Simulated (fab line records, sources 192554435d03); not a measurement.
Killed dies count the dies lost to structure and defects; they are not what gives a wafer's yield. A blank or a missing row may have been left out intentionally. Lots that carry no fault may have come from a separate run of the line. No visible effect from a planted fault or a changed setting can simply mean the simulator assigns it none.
Split-lot experiment    flow n5 finfet    7 lots, 21 wafers read, on a route of 1938 steps

## ABOUT THE SPLIT
At N5_BEOL_M5_COAT_60 (time 60 s, resist thk 12 nm), the setting spin rpm was moved away from the recipe's 1500 rpm on 6 of the 21 wafers read, by +4.3% to +10.9%. All remaining wafers had this setting at the recipe value.

## FROM THE SPLIT TO THE READING: what the file shows between them, 4 steps
- N5_BEOL_M5_COAT_71: time 60 s, resist thk 5 nm
- N5_BEOL_M5_COAT_05: resist thk 30 nm
- N5_BEOL_M5_DESCUM_16: chemistry O2, time 7 s
- N5_BEOL_M5_ETCH_72: etches underlayer in N2/H2, target depth 6.5 nm, time 5.2 s

## THE READING
etch.depth nm (the simulator's own value, which no gauge read), in nm, at N5_BEOL_M5_ETCH_61 (etches SiARC in CF4, target depth 15.6 nm, time 26 s). No usual value for it is given in the file. Across the 15 wafers here that went through the recipe, the average is 12.03 nm and the standard deviation 0.031 nm.

wafer   tool, chamber at the split  spin rpm as run, rpm  against the recipe  etch.depth nm, nm  against lot-mates on the recipe
L074.1  litho track-03, 0           1500                  recipe              12.05              -
L074.5  litho track-03, 0           1500                  recipe              12.05              -
L074.4  litho track-03, 0           1663                  +10.9%              11.44              -0.61
L078.3  litho track-02, 0           1500                  recipe              12.07              -
L078.4  litho track-02, 0           1500                  recipe              12.06              -
L078.6  litho track-02, 0           1500                  recipe              12.03              -
L082.3  litho track-02, 0           1500                  recipe              12.01              -
L082.4  litho track-02, 0           1565                  +4.3%               11.77              -0.24
L082.5  litho track-02, 0           1565                  +4.3%               11.76              -0.25
L086.2  litho track-03, 0           1500                  recipe              12.01              -
L086.4  litho track-03, 0           1500                  recipe              12                 -
L086.5  litho track-03, 0           1656                  +10.4%              11.42              -0.58
L087.4  litho track-03, 0           1500                  recipe              12.03              -
L087.5  litho track-03, 0           1661                  +10.7%              11.38              -0.65
L087.6  litho track-03, 0           1661                  +10.7%              11.39              -0.64
L093.1  litho track-02, 0           1500                  recipe              11.95              -
L093.3  litho track-02, 0           1500                  recipe              12.02              -
L093.5  litho track-02, 0           1500                  recipe              12                 -
L095.3  litho track-02, 0           1500                  recipe              12.04              -
L095.6  litho track-02, 0           1500                  recipe              12.04              -
L095.5  litho track-02, 0           1500                  recipe              12.07              -

THE FIT
A straight line over all 21 wafers: etch.depth nm changes by -0.0582 nm for each +1% of spin rpm; r = -0.99; the points scatter about the line by 0.03 nm.
The same after taking each lot's own level away (the mean of its wafers on the recipe; 21 wafers): -0.0581 nm for each +1%; r = -1.00; scatter 0.018 nm.
That fit puts the effect of the largest move of spin rpm on the reading at 0.63 nm.
The span of the lots' own levels, 11.990 to 12.053 nm, comes to 2.1 times the standard deviation stated above.
The two slopes are in agreement: the lot-to-lot level therefore moves the slope only a little.
Check: -0.637 nm against its lot-mates is what the line predicts for one of the wafers moved furthest among these (+10.9%) when that wafer is left out of the fit. Against them it came out at -0.61 nm.

## THESE WAFERS: OTHER SPLITS
Note: prior to the reading, these wafers also went through further splits. Each is held against what the fit with the lots' levels taken away leaves over:
other split on the same wafers  wafers away from the commonest value  r with etch.depth nm (lot level and that fit taken away)
N5_BEOL_M2_COAT_62 spin rpm     9                                     +0.25
N5_BEOL_M3_ETCH_64 time s       5                                     +0.24
N5_BEOL_M3_COAT_22 spin rpm     3                                     +0.10
N5_BEOL_M3_SPUTTER_90 time s    11                                    -0.37
N5_BEOL_M4_COAT_67 spin rpm     9                                     -0.24
N5_BEOL_M4_COAT_22 spin rpm     4                                     -0.14

## THE WHOLE CHAIN: every reading that the file lists as answering this split, in the file's order
step                what it does                                          reading                                                                           change (the file's fit)                 r (the file's)
N5_BEOL_M5_COAT_60  time 60 s, resist thk 12 nm                           SiARC_of_BEOL_M5_COAT_60.thk nm (the simulator's own value, which no gauge read)  -0.0557 nm for each +1% of the setting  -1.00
N5_BEOL_M5_ETCH_61  etches SiARC in CF4, target depth 15.6 nm, time 26 s  etch.depth nm (the simulator's own value, which no gauge read)                    -0.0572 nm for each +1% of the setting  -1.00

## THE FILE'S OWN FIT
etch.depth nm changes by -0.0572 nm for each +1% of spin rpm, r = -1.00.
